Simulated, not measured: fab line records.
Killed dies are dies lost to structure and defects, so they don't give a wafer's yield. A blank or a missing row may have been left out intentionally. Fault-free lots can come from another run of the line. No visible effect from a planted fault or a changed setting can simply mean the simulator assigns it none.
A lot that was struck, set against a sound lot + flow nand harc + 15 out of 1159 route steps
Sound: the wafers L376.1, L376.3, L376.4. Struck: wafer L386.1. (L386.4, L386.5 of the same lot were not struck and are left out.) The cause comes at the end.
For every step that has rows: the tool of each side, followed by ch and its chambers, followed by its first start. Under that, the readings that differ: sound wafers + struck wafers + difference of the means + sigmas: that difference in standard deviations of wafers without a fault.
alike: readings whose means differ by less than 2 such deviations, and words and numbers that are the same on both sides. not compared: withheld readings, readings that some wafer has no value for, bounds like >300 that may hide the same value, and numbers for which the record gives no deviation and whose values overlap.
The two part at a step that has a row with sigmas, a row that says differs or no value, or rows on one side only. Non-overlapping numbers with no deviation appear without sigmas and do not part them. A reading that every wafer of one side lacks parts them only if that side has two wafers or more.

first, 9 steps without rows for these wafers: NHARC_THIN_TSV_PVD_24 (deposits Al, target thk 800 nm); NHARC_THIN_TSV_DEHYDRATE_25 (time 120 s); NHARC_THIN_TSV_HMDS_26 (time 30 s); NHARC_THIN_TSV_COAT_27; NHARC_THIN_TSV_SOFTBAKE_28 (time 95 s); NHARC_THIN_TSV_EBR_29; NHARC_THIN_TSV_EXPOSE_30 (exposes mask PAD); NHARC_THIN_TSV_PEB_31 (peb time 85 s); NHARC_THIN_TSV_DEVELOP_32 (time 70 s).
NHARC_THIN_TSV_CD_MEAS_33: the cd target is 5000 nm.
  sound on cd sem-02 ch 0, day 19 13:13; struck on cd sem-03 ch 0, day 21 14:46
  alike: cd nm
then, 1 step without rows for these wafers: NHARC_THIN_TSV_HARDBAKE_34 (time 80 s).
NHARC_THIN_TSV_DESCUM_35: chemistry O2, time 3 s.
  sound on rie diel-11 ch 0,1,2, day 19 13:22; struck on rie diel-02 ch 2, day 21 14:57
| reading                | sound             | struck | difference | sigmas |
|------------------------|-------------------|--------|------------|--------|
| oes product au (a.u.)  | 0.984 0.999 0.993 | 1.013  | +0.021     | +2     |
| rf hours counter h (h) | 4 4 4             | 17     | +13        |        |
  alike: drypump motor current A, rf vpp V, showerhead plenum p Torr, throttle valve pct
NHARC_THIN_TSV_ETCH_59: etches the open film in Cl2/BCl3, target depth 880 nm, time 138.1 s.
  sound on rie metal-03 ch 0,1, day 19 13:32; struck on rie metal-03 ch 1, day 21 15:04
| reading               | sound             | struck | difference | sigmas |
|-----------------------|-------------------|--------|------------|--------|
| oes product au (a.u.) | 1.011 1.016 1.000 | 0.902  | -0.107     | -12    |
  alike: bcl3 flow sccm, drypump motor current A, throttle valve pct
  not compared: rf hours counter h
NHARC_THIN_TSV_ETCH_36: etches the open film in Cl2/BCl3, target depth 65 nm, time 18.571 s.
  sound on rie metal-03 ch 0,1, day 19 13:45; struck on rie metal-03 ch 0, day 21 15:20
  alike: drypump motor current A, oes product au
  not compared: rf hours counter h
NHARC_END_SORT_01:
  at this point the record logs the struck wafers (prober-01 ch 0, day 22 02:04) and has no rows for the sound ones

## WHERE THEY PART
First at NHARC_THIN_TSV_DESCUM_35; last, within this record, at NHARC_END_SORT_01.

WHY: whatever the simulator had introduced
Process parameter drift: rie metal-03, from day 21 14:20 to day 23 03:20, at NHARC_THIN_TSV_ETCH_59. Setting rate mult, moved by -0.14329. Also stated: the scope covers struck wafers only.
